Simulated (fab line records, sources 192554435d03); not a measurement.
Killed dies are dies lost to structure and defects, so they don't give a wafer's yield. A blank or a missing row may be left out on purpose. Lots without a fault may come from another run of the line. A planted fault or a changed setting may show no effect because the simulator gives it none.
Which tool did it? | flow n5_finfet | 10 lots, 27 wafers sampled, at 3 steps of a route of 1938

WHAT THE GAUGES READ, wafer by wafer
N5_BEOL_M4_RC_MEAS_101.
lot  | measured     | on        | IOFF_N (nA/um)
L691 | day 8 08:05  | prober-01 | 0.22 0.16 0.14
L693 | day 9 00:58  | prober-01 | 0.17 0.15 0.12
L695 | day 9 04:19  | prober-01 | 0.19 0.20 0.21
L698 | day 10 03:26 | prober-01 | 0.17 0.16 0.15
L699 | day 10 10:58 | prober-02 | 0.13 0.17 0.15
L706 | day 11 21:56 | prober-02 | 8.91 1.38
L708 | day 13 09:07 | prober-01 | 2.19 0.11
L709 | day 13 12:22 | prober-01 | 0.15 2.96
L710 | day 13 14:22 | prober-02 | 0.13 0.18 0.15
L711 | day 14 10:43 | prober-02 | 0.15 0.16 0.14

WHICH TOOL RAN EACH LOT (tool, then ch and the chambers of the sampled wafers, then the start)
lot  | N5_WELL_APT_EPI_41             | N5_PMOS_HMC_CHANNEL_EPI_STRIP_33
L691 | epi_rpcvd-03 ch 0, day 2 04:41 | rie_diel-06 ch 0,3, day 2 06:07
L693 | epi_rpcvd-03 ch 0, day 2 16:19 | rie_diel-02 ch 0,2, day 2 17:56
L695 | epi_rpcvd-04 ch 0, day 3 05:53 | rie_diel-06 ch 0,2,3, day 3 07:08
L698 | epi_rpcvd-03 ch 0, day 3 22:20 | rie_diel-04 ch 0,1,2, day 3 23:51
L699 | epi_rpcvd-01 ch 0, day 4 04:07 | rie_diel-04 ch 0,1,2, day 4 05:25
L706 | epi_rpcvd-03 ch 0, day 5 23:16 | rie_diel-02 ch 1, day 6 00:21
L708 | epi_rpcvd-03 ch 0, day 6 11:05 | rie_diel-06 ch 1,3, day 6 12:11
L709 | epi_rpcvd-03 ch 0, day 6 16:40 | rie_diel-02 ch 2,3, day 6 18:11
L710 | epi_rpcvd-01 ch 0, day 6 22:37 | rie_diel-06 ch 1,2, day 7 00:31
L711 | epi_rpcvd-01 ch 0, day 7 04:47 | rie_diel-04 ch 0,2, day 7 06:12
- N5_WELL_APT_EPI_41: deposits Si from SiH4/H2, target thk 50 nm, time 297.7 s.
- N5_PMOS_HMC_CHANNEL_EPI_STRIP_33: strips in N2/H2.

THE ANSWER, worked out from the rows above alone
Rule: what is usual is taken from the lots themselves. Put in order of their means at a reading, lots are off if they are a third of the lots or fewer, leave a main group of 4 or more, and stand apart from it by a gap of 3 or more times the standard deviation of the main group's means; of several such gaps the widest counts. A main group whose means are all the same, to the digits that the tables above print for the reading, isn't used. A lot without any number at a reading at which 4 lots or more have one is off too. The other lots that the step has rows for count as sound.
Off: L706, L708, L709, at N5_BEOL_M4_RC_MEAS_101 (IOFF_N). The main group: mean 0.16 nA/um, standard deviation 0.018.
A tool fits if, at a process step before that reading, it ran every lot that is off, and no sound lot after the first of them. The gauges at N5_BEOL_M4_RC_MEAS_101 are tried like those tools. One fits: epi_rpcvd-03 at N5_WELL_APT_EPI_41. Its last sound lot is L698 (day 3 22:20), its first lot that is off L706 (day 5 23:16): a fault that began between those two fits.

WHAT THE SIMULATOR HAD PUT IN
Process parameter drift: epi_rpcvd-03, from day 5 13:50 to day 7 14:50, at N5_WELL_APT_EPI_41. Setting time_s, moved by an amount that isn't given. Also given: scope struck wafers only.
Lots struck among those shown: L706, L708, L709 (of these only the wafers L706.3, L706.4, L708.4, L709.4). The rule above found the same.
